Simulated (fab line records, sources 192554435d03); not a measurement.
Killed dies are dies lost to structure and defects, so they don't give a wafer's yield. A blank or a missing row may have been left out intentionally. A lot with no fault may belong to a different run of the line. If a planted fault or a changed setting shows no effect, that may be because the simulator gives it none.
Code-filled problem report in 8D (eight disciplines) form / flow n5_finfet / the parts of the form that need people (team, actions taken, sign-off) are left out

== 1. WHAT WENT WRONG ==
Wafers with no fault read 150.0 W with a standard deviation of 0.42, whereas bias_w at N5_BEOL_M5_ETCH_68 reads a mean of 186.5 W on 1 wafer of 1 lot. That is +87 standard deviations from the usual mean.
The step: etches SOC in N2/H2, target depth 80 nm, overetch 16 nm, time 120 s.
First seen on wafer L988.4, day 11 21:43, on rie_diel-02. At this step, 15 wafers from 5 lots have a number in the record. Rule for "out", or "out of limits": more than 4 standard deviations from the usual mean. Any other wafer with a number is counted as sound.

== 2. WHAT IT IS, WHAT IT ISN'T ==
question=which readings at this step | is=bias_w, rf_vpp_V | is not=drypump_motor_current_A, oes_product_au, showerhead_plenum_p_Torr, throttle_valve_pct
question=which lots | is=L988 | is not=L980, L989, L993, L997
question=which wafers of those lots | is=L988.4 | is not=L988.2, L988.3
question=read on which tools | is=rie_diel-02 | is not=rie_diel-03, rie_diel-04
question=when | is=from day 11 21:43 | is not=up to then (5 sound wafers); but 9 sound wafers of L989, L993, L997 came after

== 3. WHAT RULES OUT EACH SUSPECT ==
Counting: if a tool at a process step up to the reading ran every lot that is out, it stays a suspect. Sound lots after the first of them don't rule it out here, since some wafers of a struck lot are sound.
- rie_diel-02 at N5_BEOL_M5_DESCUM_33 (chemistry O2, time 7 s): kept. It ran the lot that is out, L988 (day 11 21:38).
- rie_diel-02 at N5_BEOL_M5_ETCH_75 (etches underlayer in N2/H2, target depth 6.5 nm, time 5.2 s): kept. It ran the lot that is out, L988 (day 11 21:40).
- rie_diel-02 at N5_BEOL_M5_ETCH_67 (etches SiARC in CF4, target depth 15.6 nm, time 26 s): kept. It ran the lot that is out, L988 (day 11 21:41).
- rie_diel-02 at N5_BEOL_M5_ETCH_68 (etches SOC in N2/H2, target depth 80 nm, overetch 16 nm, time 120 s): kept. It ran the lot that is out, L988 (day 11 21:43). Out on those wafers are its own readings of bias_w, rf_vpp_V.
- Within rie_diel-02 at N5_BEOL_M5_DESCUM_33: the wafers that are out ran in chamber 2; their sound lot-mates ran in chambers 0, 1.
- Within rie_diel-02 at N5_BEOL_M5_ETCH_75: the wafers that are out ran in chamber 2; their sound lot-mates ran in chambers 0, 1.
- Within rie_diel-02 at N5_BEOL_M5_ETCH_67: the wafers that are out ran in chamber 2; their sound lot-mates ran in chambers 0, 1.
- Within rie_diel-02 at N5_BEOL_M5_ETCH_68: the wafers that are out ran in chamber 2; their sound lot-mates ran in chambers 0, 1.
Left after counting: rie_diel-02 at N5_BEOL_M5_DESCUM_33, rie_diel-02 at N5_BEOL_M5_ETCH_75, rie_diel-02 at N5_BEOL_M5_ETCH_67, rie_diel-02 at N5_BEOL_M5_ETCH_68.

== 4. THE CAUSE (what the simulator had put in) ==
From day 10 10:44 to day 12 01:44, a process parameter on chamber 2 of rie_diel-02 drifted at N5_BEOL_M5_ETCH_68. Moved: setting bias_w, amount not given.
4 suspects survive the count, and this tool is in that group.

== 5. SEQUENCE OF EFFECTS, ordered by route ==
One row per reading whose mean, taken over the struck wafers that have a number, lies over 3 standard deviations from the usual. Only readings for which the record gives a usual standard deviation are gone through. hours: the time from each lot's start at the first step in this table that gives one to its start at this step, as a median over the lots. sigmas: the change in usual standard deviations.
hours=0; step=N5_BEOL_M5_ETCH_68; reading=bias_w; usual=150.0 W; on struck wafers=186.5; change=+36.5; sigmas=+87
hours=0; step=N5_BEOL_M5_ETCH_68; reading=rf_vpp_V; usual=524.8 V; on struck wafers=600.3; change=+75.5; sigmas=+33
Here are the process steps it includes:
- N5_BEOL_M5_ETCH_68: etches SOC in N2/H2, target depth 80 nm, overetch 16 nm, time 120 s.

== 6. WHAT WOULD HAVE CAUGHT IT SOONER ==
First out-of-limits reading in this record: day 11 21:43, which is 35 hours after fault onset at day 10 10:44.
